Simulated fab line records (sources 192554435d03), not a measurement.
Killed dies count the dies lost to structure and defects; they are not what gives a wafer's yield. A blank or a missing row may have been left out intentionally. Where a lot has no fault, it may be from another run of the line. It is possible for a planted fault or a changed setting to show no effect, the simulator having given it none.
The tool behind it: which one? / flow n5_finfet / 10 lots, 28 wafers sampled, at 6 steps of a route of 1938

## WHAT EACH GAUGE READ, for each wafer
N5_BEOL_M1_THK_MEAS_01. Usual: M1_ILD_THK gives 78.8 nm (standard deviation 1).
lot=L340; measured=day 6 17:31; on=film_metro-01; M1_ILD_THK (nm)=79.2 78.7 79.4; flag=
lot=L343; measured=day 7 08:00; on=film_metro-01; M1_ILD_THK (nm)=78.3 80.2 80.0; flag=
lot=L345; measured=day 8 09:54; on=film_metro-02; M1_ILD_THK (nm)=80.3 77.9 80.3; flag=
lot=L346; measured=day 8 11:30; on=film_metro-01; M1_ILD_THK (nm)=78.2 79.7 77.9; flag=
lot=L347; measured=day 8 13:01; on=film_metro-01; M1_ILD_THK (nm)=78.3 78.1; flag=
lot=L348; measured=day 8 18:31; on=film_metro-01; M1_ILD_THK (nm)=78.3 76.5 78.6; flag=
lot=L353; measured=day 10 02:58; on=film_metro-02; M1_ILD_THK (nm)=78.3 79.1; flag=
lot=L355; measured=day 10 15:25; on=film_metro-02; M1_ILD_THK (nm)=78.9 79.7 81.1; flag=
lot=L356; measured=day 10 17:45; on=film_metro-01; M1_ILD_THK (nm)=76.8 76.9 79.6; flag=
lot=L357; measured=day 11 00:58; on=film_metro-01; M1_ILD_THK (nm)=79.6 82.0 79.2; flag=

N5_BEOL_M4_RC_MEAS_101. Usual: DIBL_N 35.9 mV/V, standard deviation 2.5; DIBL_P 36.0 mV/V, standard deviation 3; IOFF_N 0.16 nA/um, standard deviation 0.047; IOFF_P 0.21 nA/um, standard deviation 0.047; ION_N 671 uA/um, standard deviation 14; ION_P 460 uA/um, standard deviation 8.8; SS_N 71.5 mV/dec, standard deviation 0.73; SS_P 73.2 mV/dec, standard deviation 0.91; VT_N 250 mV, standard deviation 4.3; VT_P -251 mV, standard deviation 3.6.
lot=L340; measured=day 8 15:19; on=prober-01; DIBL_N (mV/V)=36.9 33.8 35.2; DIBL_P (mV/V)=36.9 32.7 33.2; IOFF_N (nA/um)=0.17 0.12 0.14; IOFF_P (nA/um)=0.21 0.16 0.17; ION_N (uA/um)=670 657 665; ION_P (uA/um)=456 446 455; SS_N (mV/dec)=71.9 71.5 71.5; SS_P (mV/dec)=72.8 71.5 73.1; VT_N (mV)=250 254 251; VT_P (mV)=-249 -253 -254; flag=
lot=L343; measured=day 8 23:23; on=prober-02; DIBL_N (mV/V)=37.6 40.0 34.1; DIBL_P (mV/V)=35.2 40.5 33.2; IOFF_N (nA/um)=0.16 0.24 0.12; IOFF_P (nA/um)=0.20 0.31 0.17; ION_N (uA/um)=657 689 648; ION_P (uA/um)=450 466 447; SS_N (mV/dec)=72.0 72.2 70.2; SS_P (mV/dec)=73.0 74.5 72.8; VT_N (mV)=254 243 254; VT_P (mV)=-249 -243 -254; flag=
lot=L345; measured=day 10 01:07; on=prober-01; DIBL_N (mV/V)=37.0 36.8 38.2; DIBL_P (mV/V)=35.8 35.4 36.5; IOFF_N (nA/um)=0.16 0.15 0.17; IOFF_P (nA/um)=0.21 0.19 0.21; ION_N (uA/um)=681 667 674; ION_P (uA/um)=465 454 457; SS_N (mV/dec)=71.8 71.2 72.0; SS_P (mV/dec)=74.2 73.2 73.9; VT_N (mV)=251 251 247; VT_P (mV)=-250 -254 -252; flag=
lot=L346; measured=day 10 06:10; on=prober-01; DIBL_N (mV/V)=31.1 34.7 34.7; DIBL_P (mV/V)=29.3 32.3 32.0; IOFF_N (nA/um)=0.08 0.11 0.12; IOFF_P (nA/um)=0.12 0.15 0.14; ION_N (uA/um)=650 642 655; ION_P (uA/um)=452 444 444; SS_N (mV/dec)=69.3 71.4 70.7; SS_P (mV/dec)=70.9 72.0 71.4; VT_N (mV)=257 256 253; VT_P (mV)=-257 -253 -253; flag=
lot=L347; measured=day 10 09:12; on=prober-02; DIBL_N (mV/V)=36.7 30.7; DIBL_P (mV/V)=38.3 32.0; IOFF_N (nA/um)=0.19 0.10; IOFF_P (nA/um)=0.26 0.18; ION_N (uA/um)=684 639; ION_P (uA/um)=480 456; SS_N (mV/dec)=71.8 70.1; SS_P (mV/dec)=73.1 71.6; VT_N (mV)=246 255; VT_P (mV)=-247 -248; flag=
lot=L348; measured=day 10 09:23; on=prober-01; DIBL_N (mV/V)=33.4 33.2 34.1; DIBL_P (mV/V)=35.1 34.9 36.0; IOFF_N (nA/um)=0.13 0.14 0.15; IOFF_P (nA/um)=0.19 0.20 0.22; ION_N (uA/um)=667 674 675; ION_P (uA/um)=470 464 470; SS_N (mV/dec)=71.4 71.3 71.1; SS_P (mV/dec)=72.7 73.4 73.8; VT_N (mV)=248 250 250; VT_P (mV)=-248 -248 -244; flag=
lot=L353; measured=day 12 02:52; on=prober-01; DIBL_N (mV/V)=37.0 38.6; DIBL_P (mV/V)=37.6 37.4; IOFF_N (nA/um)=0.17 0.19; IOFF_P (nA/um)=0.23 0.22; ION_N (uA/um)=685 686; ION_P (uA/um)=471 466; SS_N (mV/dec)=71.3 72.4; SS_P (mV/dec)=73.2 73.3; VT_N (mV)=247 246; VT_P (mV)=-253 -254; flag=
lot=L355; measured=day 12 10:28; on=prober-02; DIBL_N (mV/V)=39.7 38.5 34.5; DIBL_P (mV/V)=41.2 39.9 35.4; IOFF_N (nA/um)=0.27 0.25 0.15; IOFF_P (nA/um)=0.32 0.29 0.23; ION_N (uA/um)=703 690 681; ION_P (uA/um)=470 471 467; SS_N (mV/dec)=73.1 72.2 71.6; SS_P (mV/dec)=74.6 75.1 73.0; VT_N (mV)=241 244 248; VT_P (mV)=-245 -245 -249; flag=
lot=L356; measured=day 12 16:28; on=prober-01; DIBL_N (mV/V)=36.5 38.0 37.2; DIBL_P (mV/V)=36.7 36.8 38.1; IOFF_N (nA/um)=0.16 0.18 0.17; IOFF_P (nA/um)=0.22 0.21 0.25; ION_N (uA/um)=681 690 676; ION_P (uA/um)=465 461 468; SS_N (mV/dec)=70.9 71.8 72.1; SS_P (mV/dec)=73.4 73.0 73.2; VT_N (mV)=250 250 250; VT_P (mV)=-249 -252 -249; flag=
lot=L357; measured=day 12 19:54; on=prober-01; DIBL_N (mV/V)=34.3 35.8 37.4; DIBL_P (mV/V)=34.8 37.5 40.5; IOFF_N (nA/um)=0.13 0.15 0.21; IOFF_P (nA/um)=0.19 0.22 0.29; ION_N (uA/um)=667 654 692; ION_P (uA/um)=460 457 473; SS_N (mV/dec)=71.5 71.7 72.7; SS_P (mV/dec)=73.0 73.7 74.5; VT_N (mV)=253 251 243; VT_P (mV)=-252 -249 -244; flag=

## WHAT TOOL EACH LOT RAN ON (gives the tool, then ch and the chambers of the sampled wafers, and finally the start)
lot=L340; N5_BEOL_M0_ANNEAL_133=pvd_sputter-01, day 6 16:05; N5_BEOL_M0_SPUTTER_141=pvd_sputter-01, day 6 16:14; N5_BEOL_M0_CO_CAP_123=cvd_co-02 ch 0,1, day 6 17:13; N5_BEOL_M1_ILD_DEP_00=pecvd-04 ch 1,2, day 6 17:28
lot=L343; N5_BEOL_M0_ANNEAL_133=pvd_sputter-03, day 7 06:37; N5_BEOL_M0_SPUTTER_141=pvd_sputter-03, day 7 06:47; N5_BEOL_M0_CO_CAP_123=cvd_co-01 ch 0,1, day 7 07:41; N5_BEOL_M1_ILD_DEP_00=pecvd-01 ch 0,1, day 7 07:56
lot=L345; N5_BEOL_M0_ANNEAL_133=pvd_sputter-01, day 8 08:14; N5_BEOL_M0_SPUTTER_141=pvd_sputter-01, day 8 08:23; N5_BEOL_M0_CO_CAP_123=cvd_co-02 ch 0,1,2, day 8 09:35; N5_BEOL_M1_ILD_DEP_00=pecvd-01 ch 0,1, day 8 09:50
lot=L346; N5_BEOL_M0_ANNEAL_133=pvd_sputter-01, day 8 10:10; N5_BEOL_M0_SPUTTER_141=pvd_sputter-01, day 8 10:19; N5_BEOL_M0_CO_CAP_123=cvd_co-01 ch 0,2, day 8 11:11; N5_BEOL_M1_ILD_DEP_00=pecvd-01 ch 1,2, day 8 11:26
lot=L347; N5_BEOL_M0_ANNEAL_133=pvd_sputter-02, day 8 11:40; N5_BEOL_M0_SPUTTER_141=pvd_sputter-02, day 8 11:49; N5_BEOL_M0_CO_CAP_123=cvd_co-02 ch 1, day 8 12:42; N5_BEOL_M1_ILD_DEP_00=pecvd-01 ch 0,2, day 8 12:57
lot=L348; N5_BEOL_M0_ANNEAL_133=pvd_sputter-02, day 8 17:04; N5_BEOL_M0_SPUTTER_141=pvd_sputter-02, day 8 17:14; N5_BEOL_M0_CO_CAP_123=cvd_co-01 ch 0,1,2, day 8 18:11; N5_BEOL_M1_ILD_DEP_00=pecvd-02 ch 0,1, day 8 18:27
lot=L353; N5_BEOL_M0_ANNEAL_133=pvd_sputter-03, day 10 01:29; N5_BEOL_M0_SPUTTER_141=pvd_sputter-03, day 10 01:39; N5_BEOL_M0_CO_CAP_123=cvd_co-02 ch 0,1, day 10 02:39; N5_BEOL_M1_ILD_DEP_00=pecvd-04 ch 1,2, day 10 02:54
lot=L355; N5_BEOL_M0_ANNEAL_133=pvd_sputter-01, day 10 14:03; N5_BEOL_M0_SPUTTER_141=pvd_sputter-01, day 10 14:13; N5_BEOL_M0_CO_CAP_123=cvd_co-02 ch 0,1,2, day 10 15:07; N5_BEOL_M1_ILD_DEP_00=pecvd-02 ch 0,2, day 10 15:21
lot=L356; N5_BEOL_M0_ANNEAL_133=pvd_sputter-01, day 10 16:25; N5_BEOL_M0_SPUTTER_141=pvd_sputter-01, day 10 16:34; N5_BEOL_M0_CO_CAP_123=cvd_co-02 ch 0,2, day 10 17:26; N5_BEOL_M1_ILD_DEP_00=pecvd-04 ch 1,2, day 10 17:41
lot=L357; N5_BEOL_M0_ANNEAL_133=pvd_sputter-02, day 10 22:12; N5_BEOL_M0_SPUTTER_141=pvd_sputter-02, day 10 22:22; N5_BEOL_M0_CO_CAP_123=cvd_co-01 ch 0,2, day 11 00:40; N5_BEOL_M1_ILD_DEP_00=pecvd-01 ch 0,1,2, day 11 00:55
- N5_BEOL_M0_ANNEAL_133: time 60 s.
- N5_BEOL_M0_SPUTTER_141: material Cu, target thk 4 nm, time 7.37 s.
- N5_BEOL_M0_CO_CAP_123: material Co, precursor CCTBA/H2, target thk 2 nm, time 102.1 s.
- N5_BEOL_M1_ILD_DEP_00: deposits SiOC from DEMS/O2, target thk 79 nm, time 15.3 s.

## AS READ BY THE TOOLS THEMSELVES (means over the sampled wafers that have a number; for cases with no such wafer, the mark the record gives instead)
N5_BEOL_M0_ANNEAL_133. Usual: heater_power_w 825 W, standard deviation 41; susceptor_temp_C 400.01 C, standard deviation 0.22; susceptor_temp_C_max 400.9, standard deviation 0.4.
lot=L340; tool=pvd_sputter-01; heater_power_w (W)=825; susceptor_temp_C (C)=400.18; susceptor_temp_C_max=401.1; flag=
lot=L343; tool=pvd_sputter-03; heater_power_w (W)=838; susceptor_temp_C (C)=399.94; susceptor_temp_C_max=400.9; flag=
lot=L345; tool=pvd_sputter-01; heater_power_w (W)=844; susceptor_temp_C (C)=400.34; susceptor_temp_C_max=401.2; flag=
lot=L346; tool=pvd_sputter-01; heater_power_w (W)=824; susceptor_temp_C (C)=399.97; susceptor_temp_C_max=401.0; flag=
lot=L347; tool=pvd_sputter-02; heater_power_w (W)=828; susceptor_temp_C (C)=400.05; susceptor_temp_C_max=401.0; flag=
lot=L348; tool=pvd_sputter-02; heater_power_w (W)=831; susceptor_temp_C (C)=400.06; susceptor_temp_C_max=401.1; flag=
lot=L353; tool=pvd_sputter-03; heater_power_w (W)=803; susceptor_temp_C (C)=400.03; susceptor_temp_C_max=400.8; flag=
lot=L355; tool=pvd_sputter-01; heater_power_w (W)=803; susceptor_temp_C (C)=400.02; susceptor_temp_C_max=401.0; flag=
lot=L356; tool=pvd_sputter-01; heater_power_w (W)=808; susceptor_temp_C (C)=400.06; susceptor_temp_C_max=401.3; flag=
lot=L357; tool=pvd_sputter-02; heater_power_w (W)=822; susceptor_temp_C (C)=399.89; susceptor_temp_C_max=400.7; flag=

N5_BEOL_M0_SPUTTER_141. Usual: susceptor_temp_C -19.99 C, standard deviation 0.11; throttle_valve_pct 29.7 %, standard deviation 0.72.
lot=L340; tool=pvd_sputter-01; susceptor_temp_C (C)=-20.15; throttle_valve_pct (%)=29.4; flag=
lot=L343; tool=pvd_sputter-03; susceptor_temp_C (C)=-20.04; throttle_valve_pct (%)=30.3; flag=
lot=L345; tool=pvd_sputter-01; susceptor_temp_C (C)=-19.96; throttle_valve_pct (%)=29.8; flag=
lot=L346; tool=pvd_sputter-01; susceptor_temp_C (C)=-20.01; throttle_valve_pct (%)=29.2; flag=
lot=L347; tool=pvd_sputter-02; susceptor_temp_C (C)=-20.02; throttle_valve_pct (%)=30.1; flag=
lot=L348; tool=pvd_sputter-02; susceptor_temp_C (C)=-20.04; throttle_valve_pct (%)=30.3; flag=
lot=L353; tool=pvd_sputter-03; susceptor_temp_C (C)=-20.02; throttle_valve_pct (%)=29.9; flag=
lot=L355; tool=pvd_sputter-01; susceptor_temp_C (C)=-19.98; throttle_valve_pct (%)=29.2; flag=
lot=L356; tool=pvd_sputter-01; susceptor_temp_C (C)=-19.81; throttle_valve_pct (%)=29.4; flag=
lot=L357; tool=pvd_sputter-02; susceptor_temp_C (C)=-19.96; throttle_valve_pct (%)=29.2; flag=

N5_BEOL_M0_CO_CAP_123. Usual: heater_power_w 249 W, standard deviation 19; susceptor_temp_C 199.98 C, standard deviation 0.17.
lot=L340; tool=cvd_co-02; heater_power_w (W)=253; susceptor_temp_C (C)=199.89; flag=
lot=L343; tool=cvd_co-01; heater_power_w (W)=244; susceptor_temp_C (C)=199.86; flag=
lot=L345; tool=cvd_co-02; heater_power_w (W)=256; susceptor_temp_C (C)=200.02; flag=
lot=L346; tool=cvd_co-01; heater_power_w (W)=219; susceptor_temp_C (C)=200.05; flag=
lot=L347; tool=cvd_co-02; heater_power_w (W)=256; susceptor_temp_C (C)=200.00; flag=
lot=L348; tool=cvd_co-01; heater_power_w (W)=240; susceptor_temp_C (C)=200.03; flag=
lot=L353; tool=cvd_co-02; heater_power_w (W)=250; susceptor_temp_C (C)=200.00; flag=
lot=L355; tool=cvd_co-02; heater_power_w (W)=255; susceptor_temp_C (C)=200.08; flag=
lot=L356; tool=cvd_co-02; heater_power_w (W)=254; susceptor_temp_C (C)=200.03; flag=
lot=L357; tool=cvd_co-01; heater_power_w (W)=221; susceptor_temp_C (C)=199.93; flag=

N5_BEOL_M1_ILD_DEP_00. Usual: heater_power_w 489 W, standard deviation 66; showerhead_plenum_p_Torr 5.702 Torr, standard deviation 0.017; susceptor_temp_C 349.97 C, standard deviation 0.22; throttle_valve_pct 12.2 %, standard deviation 0.63.
lot=L340; tool=pecvd-04; heater_power_w (W)=478; showerhead_plenum_p_Torr (Torr)=5.699; susceptor_temp_C (C)=349.89; throttle_valve_pct (%)=11.6; flag=
lot=L343; tool=pecvd-01; heater_power_w (W)=555; showerhead_plenum_p_Torr (Torr)=5.716; susceptor_temp_C (C)=350.26; throttle_valve_pct (%)=12.5; flag=
lot=L345; tool=pecvd-01; heater_power_w (W)=562; showerhead_plenum_p_Torr (Torr)=5.717; susceptor_temp_C (C)=349.97; throttle_valve_pct (%)=12.7; flag=
lot=L346; tool=pecvd-01; heater_power_w (W)=467; showerhead_plenum_p_Torr (Torr)=5.704; susceptor_temp_C (C)=350.14; throttle_valve_pct (%)=12.2; flag=
lot=L347; tool=pecvd-01; heater_power_w (W)=504; showerhead_plenum_p_Torr (Torr)=5.712; susceptor_temp_C (C)=349.89; throttle_valve_pct (%)=12.7; flag=
lot=L348; tool=pecvd-02; heater_power_w (W)=555; showerhead_plenum_p_Torr (Torr)=5.681; susceptor_temp_C (C)=349.99; throttle_valve_pct (%)=12.4; flag=
lot=L353; tool=pecvd-04; heater_power_w (W)=425; showerhead_plenum_p_Torr (Torr)=5.694; susceptor_temp_C (C)=349.92; throttle_valve_pct (%)=11.9; flag=
lot=L355; tool=pecvd-02; heater_power_w (W)=437; showerhead_plenum_p_Torr (Torr)=5.684; susceptor_temp_C (C)=349.94; throttle_valve_pct (%)=11.4; flag=
lot=L356; tool=pecvd-04; heater_power_w (W)=429; showerhead_plenum_p_Torr (Torr)=5.702; susceptor_temp_C (C)=349.77; throttle_valve_pct (%)=11.5; flag=
lot=L357; tool=pecvd-01; heater_power_w (W)=479; showerhead_plenum_p_Torr (Torr)=5.714; susceptor_temp_C (C)=349.86; throttle_valve_pct (%)=12.6; flag=

## THE ANSWER, worked out from the rows above alone
Rule: a lot counts as off when the mean over its wafers that have a number is more than 3 standard deviations away from the usual mean. A lot without any number at a reading at which 4 lots or more have one is off too. The other lots that the step has rows for count as sound. After the gauges, taken in route order, come the tools' own readings; for these a lot's mean is taken, as printed above. At the first step where some lot is off, the reading lying furthest off is the one used; lots without a number count as furthest.
None of the lots is off at any reading shown; this tells nothing.

## WHAT HAD BEEN PUT IN BY THE SIMULATOR
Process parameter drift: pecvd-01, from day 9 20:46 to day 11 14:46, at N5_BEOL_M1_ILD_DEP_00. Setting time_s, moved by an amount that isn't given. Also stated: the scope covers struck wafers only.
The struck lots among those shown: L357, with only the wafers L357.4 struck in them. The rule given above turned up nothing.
